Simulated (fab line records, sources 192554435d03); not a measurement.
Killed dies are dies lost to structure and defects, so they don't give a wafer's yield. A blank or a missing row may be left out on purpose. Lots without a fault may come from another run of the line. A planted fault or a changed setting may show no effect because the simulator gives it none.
fab line records | flow n5_finfet
record lots=24 wafers=72 last_day=18
route steps=1938 shown BEOL_M7@1321 BEOL_M9@1435
lots that met no fault: from a run of the same line without faults
start_h: hours from the record's first day to the start of the lot's first wafer shown | wait_h: hours since the lot's step before | " the same as in the row above | L1.1+2: a row that stands for several wafers | - no value, or no start given | * or withheld: withheld | < > ~ a bound
route shown NAME@n: a module of which the file shows steps, and the number in the route of the first | usual: mean/standard deviation of fault-free wafers | same: alike in all rows | chamber/n: place in a boat | sites: the reading at each site | _std_site: their standard deviation | _edge_site: outer sites' mean less inner sites' | radius_mm: how far each site lies from the wafer's centre | mask NAME#n: copy n | behind: the tool/chamber that last shaped the wafer | hold: why the lot was held/for how many hours/how that ended | device: the transistor (n, p or np) that didn't switch | end of line: the same wafers' tests at the end of the route | a step without rows: its recipe alone | killed: dies lost to structure and defects at the first sort, not the wafer's yield | map: a wafer's dies, x killed, . not, _ none there
set.NAME: the setting as run; set.NAME@STEP: as run at that earlier step | model.NAME: the simulator's own value behind a step, which no gauge read
steps of the route over a sample of lots; a table a step, a row a wafer
services: from which hour (start_h, from the record's first day; less than 0 if before it) a tool's chamber was out of use, for how many hours, and why
## steps
# step N5_BEOL_M7_SURFACE_TREAT_79
# recipe gas=Ar time_s=* ion_energy_ev=* ion_current_ma_cm2=0.5 pressure_mtorr=* ar_flow_sccm=30
# usual throttle_valve_pct=*
# columns lot.wafer tool chamber start_h wait_h throttle_valve_pct
L075.2 pvd_sputter-01 - 186.42 0.2 *
L075.4 " - " " *
L075.6 " - " " *
L074.3 pvd_sputter-02 - 187.22 0.2 *
L074.5 " - " " *
L074.6 " - " " *
L076.1 pvd_sputter-01 - 206.15 0.2 *
L076.4 " - " " *
L076.5 " - " " *
L077.1 pvd_sputter-02 - 213.88 0.2 *
L077.4 " - " " *
L077.6 " - " " *
L078.1 pvd_sputter-01 - 214.72 0.2 *
L078.5 " - " " *
L078.6 " - " " *
L079.1 pvd_sputter-02 - 217.18 0.2 *
L079.2 " - " " *
L079.3 " - " " *
L080.1 pvd_sputter-02 - 227.80 1.5 *
L080.3 " - " " *
L080.6 " - " " *
L081.1 pvd_sputter-01 - 237.52 0.2 *
L081.2 " - " " *
L081.5 " - " " *
L083.2 pvd_sputter-02 - 242.41 0.2 *
L083.4 " - " " *
L083.6 " - " " *
L082.3 pvd_sputter-01 - 243.97 0.2 *
L082.4 " - " " *
L082.6 " - " " *
L084.2 pvd_sputter-01 - 247.15 0.2 *
L084.3 " - " " *
L084.4 " - " " *
L086.2 pvd_sputter-01 - 262.66 0.2 *
L086.3 " - " " *
L086.5 " - " " *
L087.1 pvd_sputter-01 - 271.82 0.3 *
L087.4 " - " " *
L087.5 " - " " *
L085.1 pvd_sputter-03 - 271.92 0.2 *
L085.2 " - " " *
L085.5 " - " " *
L088.2 pvd_sputter-01 - 298.01 1.8 *
L088.4 " - " " *
L088.5 " - " " *
L090.3 pvd_sputter-01 - 298.57 0.2 *
L090.4 " - " " *
L090.6 " - " " *
L089.1 pvd_sputter-01 - 299.23 0.2 *
L089.5 " - " " *
L089.6 " - " " *
L091.1 pvd_sputter-03 - 306.47 0.3 *
L091.5 " - " " *
L091.6 " - " " *
L093.1 pvd_sputter-01 - 313.29 0.2 *
L093.4 " - " " *
L093.6 " - " " *
L092.1 pvd_sputter-01 - 328.42 2.4 *
L092.3 " - " " *
L092.4 " - " " *
L094.2 pvd_sputter-01 - 330.04 0.2 *
L094.4 " - " " *
L094.5 " - " " *
L095.3 pvd_sputter-02 - 338.04 0.2 *
L095.5 " - " " *
L095.6 " - " " *
L096.1 pvd_sputter-01 - 346.14 0.3 *
L096.4 " - " " *
L096.5 " - " " *
L097.1 pvd_sputter-03 - 359.39 0.2 *
L097.5 " - " " *
L097.6 " - " " *
# step N5_BEOL_M7_INSPECT_58
# recipe inspect_instrument=darkfield mode=post_dep
# usual raw_defect_count=70/25
# columns lot.wafer tool chamber start_h wait_h raw_defect_count
L075.2 defect_inspect-02 - 187.99 0.0 72
L075.4 " - " " 68
L075.6 " - " " 78
L074.3 defect_inspect-02 - 188.68 0.0 87
L074.5 " - " " 79
L074.6 " - " " 56
L076.1 defect_inspect-01 - 207.63 0.0 73
L076.4 " - " " 65
L076.5 " - " " 77
L077.1 defect_inspect-01 - 215.35 0.0 101
L077.4 " - " " 55
L077.6 " - " " 69
L078.1 defect_inspect-02 - 216.64 0.0 112
L078.5 " - " " 81
L078.6 " - " " 96
L079.1 defect_inspect-02 - 218.41 0.0 146
L079.2 " - " " 102
L079.3 " - " " 78
L080.1 defect_inspect-02 - 229.26 0.0 33
L080.3 " - " " 63
L080.6 " - " " 42
L081.1 defect_inspect-02 - 238.91 0.0 47
L081.2 " - " " 60
L081.5 " - " " 42
L083.2 defect_inspect-01 - 244.22 0.0 80
L083.4 " - " " 81
L083.6 " - " " 71
L082.3 defect_inspect-01 - 245.19 0.0 84
L082.4 " - " " 53
L082.6 " - " " 48
L084.2 defect_inspect-01 - 248.32 0.0 58
L084.3 " - " " 72
L084.4 " - " " 64
L086.2 defect_inspect-01 - 265.13 0.0 109
L086.3 " - " " 129
L086.5 " - " " 90
L087.1 defect_inspect-01 - 273.14 0.0 49
L087.4 " - " " 82
L087.5 " - " " 48
L085.1 defect_inspect-02 - 273.37 0.0 46
L085.2 " - " " 41
L085.5 " - " " 68
L088.2 defect_inspect-02 - 299.36 0.0 79
L088.4 " - " " 101
L088.5 " - " " 68
L090.3 defect_inspect-02 - 299.77 0.0 125
L090.4 " - " " 145
L090.6 " - " " 98
L089.1 defect_inspect-02 - 300.40 0.0 126
L089.5 " - " " 91
L089.6 " - " " 119
L091.1 defect_inspect-01 - 307.74 0.0 47
L091.5 " - " " 39
L091.6 " - " " 62
L093.1 defect_inspect-01 - 314.57 0.0 58
L093.4 " - " " 77
L093.6 " - " " 96
L092.1 defect_inspect-01 - 329.78 0.0 69
L092.3 " - " " 48
L092.4 " - " " 26
L094.2 defect_inspect-01 - 331.33 0.0 99
L094.4 " - " " 86
L094.5 " - " " 42
L095.3 defect_inspect-02 - 339.36 0.0 51
L095.5 " - " " 94
L095.6 " - " " 63
L096.1 defect_inspect-01 - 347.58 0.0 59
L096.4 " - " " 26
L096.5 " - " " 51
L097.1 defect_inspect-02 - 362.40 0.0 53
L097.5 " - " " 82
L097.6 " - " " 66
# step N5_BEOL_M9_OVL_MEAS_29
# recipe points_per_wafer=522
# usual V8_OVL=-0.1/0.64
# columns lot.wafer tool chamber start_h wait_h V8_OVL[nm]
L075.2 overlay-02 0 203.71 0.0 -0.7
L075.4 " 0 " " -1.7
L075.6 " 0 " " -0.9
L074.3 overlay-01 0 203.88 0.0 0.0
L074.5 " 0 " " 0.0
L074.6 " 0 " " -0.3
L076.1 overlay-02 0 218.87 0.0 -0.7
L076.4 " 0 " " 0.0
L076.5 " 0 " " -2.5
L077.1 overlay-01 0 227.47 0.0 -0.6
L077.4 " 0 " " 0.3
L077.6 " 0 " " -0.1
L078.1 overlay-02 0 227.64 0.0 0.3
L078.5 " 0 " " 0.2
L078.6 " 0 " " -0.3
L079.1 overlay-02 0 229.38 0.0 0.7
L079.2 " 0 " " 0.5
L079.3 " 0 " " 0.9
L080.1 overlay-01 0 242.53 0.0 -0.3
L080.3 " 0 " " -0.1
L080.6 " 0 " " 0.0
L081.1 overlay-02 0 250.16 0.0 0.1
L081.2 " 0 " " -0.1
L081.5 " 0 " " 0.7
L083.2 overlay-01 0 252.17 0.0 -0.7
L083.4 " 0 " " -0.7
L083.6 " 0 " " -0.3
L082.3 overlay-01 0 257.67 0.0 -0.6
L082.4 " 0 " " 0.7
L082.6 " 0 " " 0.4
L084.2 overlay-01 0 260.74 0.0 -0.5
L084.3 " 0 " " 0.3
L084.4 " 0 " " -0.6
L086.2 overlay-01 0 283.57 0.0 -0.3
L086.3 " 0 " " 0.3
L086.5 " 0 " " 0.2
L085.1 overlay-01 0 288.34 0.0 -0.1
L085.2 " 0 " " -0.4
L085.5 " 0 " " 0.9
L087.1 overlay-02 0 288.80 0.0 -0.1
L087.4 " 0 " " -0.4
L087.5 " 0 " " 0.7
L089.1 overlay-01 0 311.17 0.0 -0.7
L089.5 " 0 " " -0.6
L089.6 " 0 " " 0.3
L088.2 overlay-02 0 311.34 0.0 -0.3
L088.4 " 0 " " 0.2
L088.5 " 0 " " 0.3
L090.3 overlay-02 0 317.03 0.0 -0.1
L090.4 " 0 " " -0.5
L090.6 " 0 " " -0.1
L091.1 overlay-02 0 320.34 0.0 1.4
L091.5 " 0 " " 0.6
L091.6 " 0 " " 0.6
L093.1 overlay-01 0 328.20 0.0 0.7
L093.4 " 0 " " -1.4
L093.6 " 0 " " -0.1
L092.1 overlay-01 0 338.54 0.0 0.1
L092.3 " 0 " " 0.5
L092.4 " 0 " " -0.6
L094.2 overlay-01 0 344.37 0.0 -1.6
L094.4 " 0 " " -1.8
L094.5 " 0 " " -0.4
L095.3 overlay-02 0 354.98 0.0 -0.5
L095.5 " 0 " " 0.3
L095.6 " 0 " " 0.5
L096.1 overlay-02 0 360.91 0.0 -0.6
L096.4 " 0 " " 0.4
L096.5 " 0 " " -0.4
L097.1 overlay-01 0 376.39 0.0 1.3
L097.5 " 0 " " 1.0
L097.6 " 0 " " 0.3
# step N5_BEOL_M9_ETCH_65
# recipe chemistry=CF4 target=SiARC target_depth_a=156 mask_material=CAR-EUV time_s=26 ion_energy_ev=80 pressure_mtorr=40 source_w=545 bias_w=36 Ar_flow_sccm=100 cf4_flow_sccm=100 ends=cleared
# usual drypump_motor_current_A=5.8/0.49 etch_rf_on_time_s=25.9/0.63 oes_product_au=0.67/0.081 rf_vpp_V=184.0/1.1 showerhead_plenum_p_Torr=2.14/0.07 throttle_valve_pct=15.66/0.25
# columns lot.wafer tool chamber start_h wait_h drypump_motor_current_A etch_rf_on_time_s oes_product_au rf_hours_counter_h rf_vpp_V showerhead_plenum_p_Torr throttle_valve_pct
L075.2 rie_diel-01 2 203.84 0.0 5.7 25.9 0.61 242 183.3 2.11 16.10
L075.4 " 0 " " 5.6 26.0 0.74 34 184.9 2.17 15.34
L075.6 " 3 " " 6.6 26.1 0.61 - 185.1 2.21 15.84
L074.3 rie_diel-03 3 204.01 0.0 5.1 25.3 0.62 206 182.5 2.11 15.82
L074.5 " 1 " " 5.7 25.5 0.64 - 183.9 2.04 15.81
L074.6 " 2 " " 5.3 25.5 0.60 - 184.4 2.20 15.87
L076.1 rie_diel-01 1 219.01 0.0 6.6 25.3 0.60 238 183.4 2.05 15.50
L076.4 " 2 " " 5.7 25.8 0.60 - 183.6 2.11 16.11
L076.5 " 0 " " 5.5 25.9 0.75 - 185.5 2.17 15.34
L077.1 rie_diel-02 1 227.61 0.0 6.2 25.9 0.62 202 182.9 2.12 15.59
L077.4 " 1 " " 6.2 26.1 0.62 - 183.2 2.12 15.58
L077.6 " 2 " " 5.6 26.0 0.61 - 182.8 2.03 15.67
L078.1 rie_diel-01 2 227.78 0.0 5.7 25.8 0.60 252 184.5 2.11 16.11
L078.5 " 3 " " 6.6 25.9 0.61 - 183.7 2.21 15.84
L078.6 " 2 " " 5.7 25.9 0.59 - 183.8 2.11 16.11
L079.1 rie_diel-02 1 229.53 0.0 6.2 26.0 0.62 203 184.4 2.12 15.58
L079.2 " 2 " " 5.6 25.9 0.61 231 182.5 2.03 15.68
L079.3 " 3 " " 5.5 26.1 0.74 58 183.5 2.25 15.27
L080.1 rie_diel-03 1 242.68 0.0 5.7 25.4 0.63 203 183.2 2.04 15.86
L080.3 " 2 " " 5.3 25.5 0.59 249 184.2 2.19 15.92
L080.6 " 3 " " 5.1 25.3 0.62 - 184.0 2.11 15.85
L081.1 rie_diel-03 3 250.30 0.0 5.1 25.3 0.61 222 183.7 2.11 15.85
L081.2 " 1 " " 5.7 25.1 0.63 206 182.7 2.04 15.85
L081.5 " 0 " " 5.6 25.4 0.61 - 184.0 2.19 16.08
L083.2 rie_diel-03 3 252.31 0.0 5.1 25.2 0.62 223 184.0 2.10 15.87
L083.4 " 3 " " 5.0 25.2 0.62 - 184.1 2.10 15.85
L083.6 " 0 " " 5.7 25.5 0.60 - 186.0 2.19 16.08
L082.3 rie_diel-01 3 257.80 0.0 6.6 26.5 0.60 196 184.3 2.21 15.87
L082.4 " 1 " " 6.6 26.3 0.57 - 181.9 2.04 15.54
L082.6 " 3 " " 6.6 26.0 0.60 - 184.2 2.21 15.89
L084.2 rie_diel-02 2 260.88 0.0 5.6 25.9 0.61 240 183.3 2.02 15.70
L084.3 " 1 " " 6.2 26.3 0.61 213 184.4 2.12 15.59
L084.4 " 0 " " 5.3 27.5 0.68 56 181.7 2.10 15.52
L086.2 rie_diel-03 1 283.71 0.0 5.7 25.1 0.63 216 182.5 2.03 15.88
L086.3 " 2 " " 5.3 25.2 0.85 6 185.6 2.19 15.41
L086.5 " 1 " " 5.7 24.9 0.64 - 182.2 2.03 15.87
L085.1 rie_diel-03 2 288.49 0.0 5.3 25.7 0.84 8 185.7 2.19 15.41
L085.2 " 3 " " 5.1 25.3 0.61 234 184.9 2.10 15.86
L085.5 " 0 " " 5.6 24.6 0.88 - 185.1 2.19 15.57
L087.1 rie_diel-01 0 289.04 0.0 5.6 26.1 0.71 66 184.2 2.16 15.41
L087.4 " 0 " " 5.6 26.2 0.70 - 183.8 2.16 15.41
L087.5 " 3 " " 6.6 26.3 0.59 - 184.9 2.20 15.88
L089.1 rie_diel-01 1 311.31 0.0 6.6 24.5 0.84 6 186.2 2.29 15.10
L089.5 " 0 " " 5.5 26.1 0.70 - 184.1 2.16 15.42
L089.6 " 3 " " 6.6 26.1 0.60 - 185.8 2.20 15.90
L088.2 rie_diel-02 1 311.77 0.0 6.3 26.1 0.60 229 184.4 2.11 15.64
L088.4 " 3 " " 5.5 26.6 0.70 - 186.3 2.24 15.34
L088.5 " 1 " " 6.3 25.8 0.61 - 183.8 2.11 15.62
L090.3 rie_diel-02 0 317.16 0.0 5.2 27.8 0.66 75 182.0 2.10 15.57
L090.4 " 1 " " 6.2 26.3 0.60 - 183.3 2.11 15.62
L090.6 " 3 " " 5.5 26.8 0.70 - 184.5 2.24 15.34
L091.1 rie_diel-02 1 320.49 0.0 6.3 26.1 0.59 232 184.1 2.11 15.65
L091.5 " 3 " " 5.5 26.3 0.71 - 185.0 2.24 15.34
L091.6 " 0 " " 5.3 27.6 0.66 - 182.1 2.09 15.59
L093.1 rie_diel-01 0 328.34 0.0 5.6 26.3 0.69 77 185.0 2.16 15.43
L093.4 " 2 " " 5.7 25.9 0.79 - 184.1 2.10 15.65
L093.6 " 3 " " 6.6 26.0 0.59 - 185.3 2.20 15.92
L092.1 rie_diel-01 3 338.71 0.0 6.6 26.1 0.59 220 185.5 2.20 15.91
L092.3 " 0 " " 5.5 26.0 0.70 81 184.3 2.16 15.43
L092.4 " 2 " " 5.7 25.8 0.79 20 184.4 2.10 15.66
L094.2 rie_diel-03 1 344.57 0.0 5.7 25.3 0.61 233 183.4 2.03 15.92
L094.4 " 0 " " 5.6 24.9 0.82 16 183.6 2.18 15.58
L094.5 " 1 " " 5.7 25.2 0.61 - 184.3 2.03 15.92
L095.3 rie_diel-01 2 355.11 0.0 5.7 25.5 0.79 24 183.0 2.10 15.64
L095.5 " 2 " " 5.7 25.5 0.80 - 183.7 2.10 15.65
L095.6 " 3 " " 6.6 26.1 0.58 - 184.4 2.20 15.94
L096.1 rie_diel-02 1 361.58 0.0 6.2 26.0 0.59 244 183.4 2.11 15.66
L096.4 " 3 " " 5.5 26.5 0.69 100 184.5 2.23 15.37
L096.5 " 1 " " 6.2 26.2 0.59 - 182.5 2.11 15.66
L097.1 rie_diel-01 2 376.54 0.0 5.7 25.7 0.77 33 185.0 2.10 15.67
L097.5 " 2 " " 5.7 25.7 0.78 - 183.0 2.10 15.67
L097.6 " 3 " " 6.6 26.0 0.58 - 185.1 2.19 15.94
# step N5_BEOL_M9_VIA_ETCH_34
# recipe chemistry=C4F6/O2 target=SiCOH_lowk target_depth_a=1824 mask_material=SOC taper_deg=4 time_s=68.4 ion_energy_ev=250 pressure_mtorr=30 source_w=345 bias_w=185 Ar_flow_sccm=300 C4F6_flow_sccm=10 O2_flow_sccm=10
# usual C4F6_flow_sccm=10.00/0.03 drypump_motor_current_A=5.8/0.49 oes_product_au=0.78/0.095 rf_vpp_V=670/27 showerhead_plenum_p_Torr=2.85/0.1 throttle_valve_pct=20.97/0.26
# columns lot.wafer tool chamber start_h wait_h C4F6_flow_sccm drypump_motor_current_A oes_product_au rf_hours_counter_h rf_vpp_V showerhead_plenum_p_Torr throttle_valve_pct
L075.2 rie_diel-01 2 203.97 0.0 10.05 5.7 0.71 242 702 2.80 21.36
L075.4 " 0 " " 10.05 5.6 0.87 34 665 2.89 20.59
L075.6 " 3 " " 10.01 6.6 0.72 - 718 2.96 21.21
L074.3 rie_diel-03 3 204.14 0.0 9.99 5.1 0.74 206 674 2.78 20.87
L074.5 " 1 " " 10.02 5.7 0.75 - 658 2.72 21.13
L074.6 " 2 " " 10.03 5.3 0.71 - 645 2.93 21.24
L076.1 rie_diel-01 1 219.14 0.0 9.99 6.6 0.69 238 620 2.71 20.66
L076.4 " 2 " " 10.00 5.7 0.70 - 705 2.80 21.34
L076.5 " 0 " " 9.99 5.5 0.86 - 668 2.88 20.60
L077.1 rie_diel-02 1 227.74 0.0 10.06 6.2 0.73 202 664 2.85 21.00
L077.4 " 1 " " 10.04 6.2 0.72 - 665 2.85 20.99
L077.6 " 2 " " 9.99 5.6 0.71 - 677 2.67 20.74
L078.1 rie_diel-01 2 227.91 0.0 10.01 5.7 0.70 252 702 2.80 21.34
L078.5 " 3 " " 9.96 6.6 0.72 - 719 2.96 21.20
L078.6 " 2 " " 9.99 5.7 0.70 - 704 2.80 21.37
L079.1 rie_diel-02 1 229.66 0.0 9.99 6.3 0.73 203 665 2.85 20.99
L079.2 " 2 " " 10.03 5.6 0.71 231 679 2.67 20.74
L079.3 " 3 " " 9.97 5.5 0.86 58 646 3.03 20.83
L080.1 rie_diel-03 1 242.81 0.0 9.98 5.7 0.73 203 657 2.71 21.15
L080.3 " 2 " " 9.96 5.3 0.69 249 647 2.92 21.25
L080.6 " 3 " " 10.01 5.1 0.71 - 674 2.77 20.89
L081.1 rie_diel-03 3 250.43 0.0 10.06 5.1 0.72 222 673 2.77 20.90
L081.2 " 1 " " 10.02 5.7 0.74 206 658 2.71 21.15
L081.5 " 0 " " 9.99 5.7 0.70 - 647 2.94 21.53
L083.2 rie_diel-03 3 252.43 0.0 10.01 5.1 0.72 223 675 2.77 20.89
L083.4 " 3 " " 10.00 5.1 0.72 - 674 2.77 20.88
L083.6 " 0 " " 9.99 5.7 0.70 - 647 2.94 21.52
L082.3 rie_diel-01 3 257.93 0.0 9.95 6.6 0.71 196 718 2.95 21.24
L082.4 " 1 " " 9.98 6.6 0.67 - 619 2.70 20.67
L082.6 " 3 " " 9.98 6.6 0.71 - 717 2.95 21.24
L084.2 rie_diel-02 2 261.01 0.0 10.02 5.6 0.70 240 678 2.67 20.77
L084.3 " 1 " " 10.00 6.2 0.72 213 663 2.85 21.01
L084.4 " 0 " " 10.00 5.3 0.82 56 678 2.78 20.87
L086.2 rie_diel-03 1 283.84 0.0 10.00 5.7 0.73 216 658 2.71 21.17
L086.3 " 2 " " 10.01 5.3 0.98 6 644 2.92 20.82
L086.5 " 1 " " 10.03 5.7 0.74 - 657 2.71 21.17
L085.1 rie_diel-03 2 288.62 0.0 10.01 5.3 0.98 8 645 2.92 20.83
L085.2 " 3 " " 10.02 5.1 0.70 234 673 2.77 20.94
L085.5 " 0 " " 10.07 5.6 1.02 - 647 2.94 21.11
L087.1 rie_diel-01 0 289.17 0.0 10.03 5.5 0.81 66 667 2.87 20.65
L087.4 " 0 " " 10.06 5.5 0.82 - 667 2.87 20.64
L087.5 " 3 " " 9.96 6.6 0.70 - 718 2.95 21.25
L089.1 rie_diel-01 1 311.44 0.0 10.01 6.6 0.98 6 630 3.04 20.40
L089.5 " 0 " " 9.97 5.5 0.81 - 668 2.87 20.64
L089.6 " 3 " " 10.00 6.6 0.70 - 719 2.95 21.26
L088.2 rie_diel-02 1 311.89 0.0 9.98 6.2 0.71 229 664 2.84 21.04
L088.4 " 3 " " 9.99 5.5 0.83 - 647 3.02 20.87
L088.5 " 1 " " 10.00 6.3 0.72 - 663 2.84 21.01
L090.3 rie_diel-02 0 317.29 0.0 10.03 5.3 0.79 75 676 2.77 20.90
L090.4 " 1 " " 9.94 6.2 0.71 - 663 2.84 21.03
L090.6 " 3 " " 10.02 5.5 0.83 - 646 3.01 20.86
L091.1 rie_diel-02 1 320.62 0.0 10.01 6.2 0.70 232 664 2.84 21.03
L091.5 " 3 " " 10.00 5.5 0.82 - 646 3.01 20.86
L091.6 " 0 " " 9.98 5.2 0.79 - 675 2.77 20.89
L093.1 rie_diel-01 0 328.47 0.0 10.03 5.6 0.81 77 666 2.87 20.65
L093.4 " 2 " " 10.04 5.7 0.94 - 703 2.79 20.97
L093.6 " 3 " " 10.01 6.6 0.69 - 718 2.94 21.25
L092.1 rie_diel-01 3 338.84 0.0 10.04 6.6 0.70 220 717 2.94 21.27
L092.3 " 0 " " 9.99 5.6 0.80 81 667 2.87 20.66
L092.4 " 2 " " 9.96 5.7 0.94 20 700 2.79 21.00
L094.2 rie_diel-03 1 344.70 0.0 9.99 5.7 0.72 233 657 2.70 21.19
L094.4 " 0 " " 10.05 5.7 0.96 16 645 2.93 21.13
L094.5 " 1 " " 10.02 5.7 0.72 - 657 2.70 21.20
L095.3 rie_diel-01 2 355.24 0.0 10.01 5.7 0.92 24 704 2.78 20.98
L095.5 " 2 " " 9.96 5.7 0.93 - 701 2.78 20.99
L095.6 " 3 " " 10.04 6.6 0.69 - 717 2.94 21.28
L096.1 rie_diel-02 1 361.71 0.0 9.97 6.2 0.70 244 664 2.83 21.05
L096.4 " 3 " " 9.97 5.5 0.81 100 646 3.01 20.89
L096.5 " 1 " " 9.98 6.2 0.69 - 663 2.83 21.04
L097.1 rie_diel-01 2 376.67 0.0 9.99 5.7 0.91 33 701 2.78 21.01
L097.5 " 2 " " 9.95 5.7 0.92 - 703 2.78 21.01
L097.6 " 3 " " 9.99 6.6 0.68 - 717 2.94 21.30
# step N5_BEOL_M9_TRENCH_ETCH_37
# recipe chemistry=C4F6/O2 target_depth_a=1514.3 target=SiCOH_lowk time_s=49 ion_energy_ev=250 pressure_mtorr=30 source_w=345 bias_w=185 Ar_flow_sccm=300 C4F6_flow_sccm=10 O2_flow_sccm=10
# usual C4F6_flow_sccm=9.996/0.03 drypump_motor_current_A=5.8/0.49 oes_product_au=0.78/0.094 rf_vpp_V=670/27 showerhead_plenum_p_Torr=2.85/0.1 throttle_valve_pct=20.99/0.26
# columns lot.wafer tool chamber start_h wait_h C4F6_flow_sccm drypump_motor_current_A oes_product_au rf_hours_counter_h rf_vpp_V showerhead_plenum_p_Torr throttle_valve_pct
L075.2 rie_diel-01 2 - - 9.946 5.7 0.71 242 703 2.80 21.35
L075.4 " 0 " " 9.997 5.5 0.88 34 667 2.89 20.64
L075.6 " 3 " " 9.972 6.6 0.73 - 719 2.96 21.22
L074.3 rie_diel-03 3 - - 9.992 5.1 0.73 206 674 2.78 20.90
L074.5 " 1 " " 9.978 5.7 0.74 - 656 2.72 21.15
L074.6 " 2 " " 9.947 5.3 0.70 - 646 2.93 21.25
L076.1 rie_diel-01 1 - - 10.021 6.6 0.68 238 619 2.71 20.68
L076.4 " 2 " " 10.001 5.7 0.70 - 703 2.80 21.37
L076.5 " 0 " " 10.019 5.6 0.86 - 667 2.88 20.63
L077.1 rie_diel-02 1 - - 9.989 6.3 0.73 202 664 2.85 21.00
L077.4 " 1 " " 10.040 6.3 0.72 - 663 2.85 21.01
L077.6 " 2 " " 10.015 5.6 0.71 - 678 2.67 20.78
L078.1 rie_diel-01 2 - - 10.028 5.7 0.70 252 703 2.80 21.38
L078.5 " 3 " " 9.976 6.6 0.72 - 718 2.96 21.23
L078.6 " 2 " " 10.015 5.7 0.70 - 703 2.80 21.39
L079.1 rie_diel-02 1 - - 9.983 6.2 0.72 204 664 2.85 21.01
L079.2 " 2 " " 9.983 5.6 0.70 231 677 2.67 20.76
L079.3 " 3 " " 9.923 5.5 0.85 58 647 3.03 20.86
L080.1 rie_diel-03 1 - - 10.006 5.7 0.74 203 657 2.71 21.18
L080.3 " 2 " " 10.001 5.3 0.69 249 647 2.92 21.27
L080.6 " 3 " " 9.955 5.1 0.72 - 674 2.78 20.90
L081.1 rie_diel-03 3 - - 10.013 5.1 0.72 222 674 2.77 20.93
L081.2 " 1 " " 10.028 5.7 0.72 206 657 2.71 21.17
L081.5 " 0 " " 10.016 5.6 0.70 - 646 2.94 21.53
L083.2 rie_diel-03 3 - - 9.972 5.1 0.71 223 674 2.77 20.94
L083.4 " 3 " " 9.992 5.1 0.71 - 675 2.77 20.92
L083.6 " 0 " " 9.978 5.6 0.70 - 647 2.94 21.53
L082.3 rie_diel-01 3 - - 9.988 6.6 0.71 196 719 2.95 21.26
L082.4 " 1 " " 10.001 6.6 0.67 - 620 2.70 20.70
L082.6 " 3 " " 10.003 6.6 0.70 - 718 2.95 21.26
L084.2 rie_diel-02 2 - - 9.942 5.6 0.71 240 678 2.67 20.77
L084.3 " 1 " " 10.004 6.2 0.71 213 665 2.85 21.02
L084.4 " 0 " " 9.991 5.2 0.81 56 678 2.78 20.89
L086.2 rie_diel-03 1 - - 9.984 5.7 0.72 216 657 2.71 21.20
L086.3 " 2 " " 9.993 5.3 0.98 6 645 2.92 20.85
L086.5 " 1 " " 9.996 5.7 0.73 - 656 2.71 21.18
L085.1 rie_diel-03 2 - - 10.034 5.3 0.98 8 646 2.92 20.86
L085.2 " 3 " " 10.029 5.1 0.71 234 674 2.77 20.94
L085.5 " 0 " " 9.992 5.6 1.02 - 647 2.94 21.12
L087.1 rie_diel-01 0 - - 10.027 5.6 0.82 66 669 2.87 20.67
L087.4 " 0 " " 9.997 5.6 0.82 - 665 2.87 20.67
L087.5 " 3 " " 9.971 6.6 0.70 - 718 2.95 21.25
L089.1 rie_diel-01 1 - - 9.975 6.6 0.96 6 628 3.04 20.42
L089.5 " 0 " " 10.029 5.6 0.82 - 668 2.87 20.68
L089.6 " 3 " " 10.035 6.6 0.70 - 717 2.94 21.27
L088.2 rie_diel-02 1 - - 9.981 6.2 0.71 229 663 2.84 21.05
L088.4 " 3 " " 9.967 5.5 0.82 - 645 3.02 20.89
L088.5 " 1 " " 9.960 6.2 0.71 - 662 2.84 21.06
L090.3 rie_diel-02 0 - - 10.004 5.3 0.78 75 676 2.77 20.90
L090.4 " 1 " " 9.975 6.3 0.70 - 663 2.84 21.04
L090.6 " 3 " " 9.995 5.5 0.83 - 645 3.02 20.90
L091.1 rie_diel-02 1 - - 9.994 6.3 0.71 232 663 2.84 21.06
L091.5 " 3 " " 10.009 5.5 0.82 - 644 3.01 20.89
L091.6 " 0 " " 9.992 5.3 0.80 - 676 2.77 20.92
L093.1 rie_diel-01 0 - - 10.022 5.5 0.81 77 666 2.87 20.69
L093.4 " 2 " " 10.009 5.7 0.93 - 703 2.79 21.00
L093.6 " 3 " " 9.898 6.6 0.70 - 719 2.94 21.31
L092.1 rie_diel-01 3 - - 10.036 6.6 0.69 220 717 2.94 21.29
L092.3 " 0 " " 9.987 5.6 0.80 81 667 2.87 20.69
L092.4 " 2 " " 10.007 5.7 0.94 20 702 2.79 21.00
L094.2 rie_diel-03 1 - - 9.943 5.7 0.71 234 657 2.70 21.23
L094.4 " 0 " " 10.012 5.7 0.96 16 647 2.93 21.15
L094.5 " 1 " " 10.005 5.7 0.72 - 656 2.70 21.23
L095.3 rie_diel-01 2 - - 9.988 5.7 0.93 24 701 2.78 21.03
L095.5 " 2 " " 10.021 5.7 0.94 - 702 2.78 21.02
L095.6 " 3 " " 10.006 6.6 0.70 - 718 2.94 21.30
L096.1 rie_diel-02 1 - - 10.050 6.2 0.69 244 663 2.83 21.10
L096.4 " 3 " " 9.985 5.5 0.80 100 645 3.01 20.90
L096.5 " 1 " " 10.080 6.2 0.69 - 665 2.83 21.07
L097.1 rie_diel-01 2 - - 9.978 5.7 0.92 33 703 2.78 21.03
L097.5 " 2 " " 10.003 5.7 0.92 - 701 2.78 21.03
L097.6 " 3 " " 9.947 6.6 0.69 - 718 2.94 21.32
## services
# columns tool chamber start_h hours kind
rie_diel-02 - 204.96 14.6 pm
rie_diel-01 3 218.89 5.0 repair
rie_diel-02 0 225.17 5.2 repair
rie_diel-01 2 237.75 12.4 repair
rie_diel-03 2 244.14 - clean
rie_diel-03 2 244.14 - consumable_replace:focus_ring
rie_diel-03 2 244.14 16.8 scheduled_down
rie_diel-03 2 244.14 16.8 vent_cycle
rie_diel-01 2 250.55 - clean
rie_diel-01 2 250.55 - consumable_replace:focus_ring
rie_diel-01 2 250.55 18.5 scheduled_down
rie_diel-01 2 250.55 18.5 vent_cycle
rie_diel-01 1 269.04 - clean
rie_diel-01 1 269.04 - consumable_replace:focus_ring
rie_diel-01 1 269.04 - consumable_replace:showerhead
rie_diel-01 1 269.04 21.5 scheduled_down
rie_diel-01 1 269.04 21.5 vent_cycle
rie_diel-03 0 270.19 - clean
rie_diel-03 0 270.19 - consumable_replace:focus_ring
rie_diel-02 2 301.04 12.7 repair
pvd_sputter-02 - 311.06 2.8 repair
rie_diel-01 1 326.94 2.6 repair
rie_diel-02 1 334.58 3.1 repair
pvd_sputter-03 - 348.61 9.2 repair
## key
fault none
